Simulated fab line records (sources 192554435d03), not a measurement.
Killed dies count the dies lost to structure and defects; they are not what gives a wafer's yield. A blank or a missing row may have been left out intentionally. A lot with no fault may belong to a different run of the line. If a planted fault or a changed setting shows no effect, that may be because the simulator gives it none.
Matching of chambers + flow n5-finfet + rie-diel-04 running N5_BEOL_M14_DESCUM_33: 3 sister chambers
The step chemistry O2, time 7.9 s. 18 wafers are shown with their chamber, then 5 later ones without.

== WAFERS WITH THEIR CHAMBER ==
| wafer  | chamber | showerhead-plenum-p-Torr (Torr) | drypump-motor-current-A (A) | rf-vpp-V (V) |
|--------|---------|---------------------------------|-----------------------------|--------------|
| L074.3 | 2       | 2.02                            | 5.3                         | 242.5        |
| L074.4 | 1       | 2.24                            | 5.3                         | 245.5        |
| L074.5 | 2       | 2.02                            | 5.3                         | 241.3        |
| L077.1 | 1       | 2.24                            | 5.3                         | 245.3        |
| L077.2 | 2       | 2.02                            | 5.3                         | 242.2        |
| L077.5 | 3       | 2.14                            | 4.9                         | 242.3        |
| L081.2 | 2       | 2.01                            | 5.3                         | 241.5        |
| L081.4 | 3       | 2.13                            | 4.9                         | 244.7        |
| L081.6 | 2       | 2.01                            | 5.3                         | 240.7        |
| L083.3 | 2       | 2.01                            | 5.3                         | 241.7        |
| L083.5 | 2       | 2.01                            | 5.3                         | 240.9        |
| L083.6 | 1       | 2.23                            | 5.3                         | 243.7        |
| L084.2 | 1       | 2.24                            | 5.4                         | 244.3        |
| L084.3 | 3       | 2.13                            | 4.8                         | 243.8        |
| L084.6 | 1       | 2.24                            | 5.3                         | 245.5        |
| L087.1 | 2       | 2.01                            | 5.3                         | 240.6        |
| L087.4 | 3       | 2.13                            | 4.9                         | 242.4        |
| L087.6 | 3       | 2.13                            | 4.8                         | 244.2        |

SIGNATURES, as means of the wafers listed above
| reading                  | chamber 1 | chamber 2 | chamber 3 | scatter within a chamber |
|--------------------------|-----------|-----------|-----------|--------------------------|
| showerhead-plenum-p-Torr | 2.2380    | 2.0137    | 2.1320    | 0.00481                  |
| drypump-motor-current-A  | 5.320     | 5.300     | 4.860     | 0.0365                   |
| rf-vpp-V                 | 244.860   | 241.425   | 243.480   | 0.844                    |
Rule: a wafer's distance from a chamber is the root of the sum, over the readings, of the square of ((its reading less the chamber's mean) divided by the reading's scatter). If the next closest chamber is less than 2 further off than the closest, the wafer can't be placed; otherwise it belongs to the closest. The scatter: take each reading less its chamber's mean, square it, sum over the shown wafers, divide by the number of wafers less the number of chambers, and take the root.

== WAFERS WHOSE CHAMBER IS MISSING ==
| wafer  | showerhead-plenum-p-Torr (Torr) | drypump-motor-current-A (A) | rf-vpp-V (V) |
|--------|---------------------------------|-----------------------------|--------------|
| L091.4 | 2.13                            | 4.9                         | 242.8        |
| L091.5 | 2.23                            | 5.4                         | 245.7        |
| L092.3 | 2.23                            | 5.3                         | 245.7        |
| L093.3 | 2.12                            | 4.9                         | 243.9        |
| L093.6 | 2.12                            | 4.8                         | 244.3        |

== THE CHAMBER EACH PASSED THROUGH ==
| wafer  | from the rows above | in truth |
|--------|---------------------|----------|
| L091.4 | 3                   | 3        |
| L091.5 | 1                   | 1        |
| L092.3 | 1                   | 1        |
| L093.3 | 3                   | 3        |
| L093.6 | 3                   | 3        |
Correctly placed: 5 of 5. Can't be placed from these rows: 0. 0 placed wrongly.
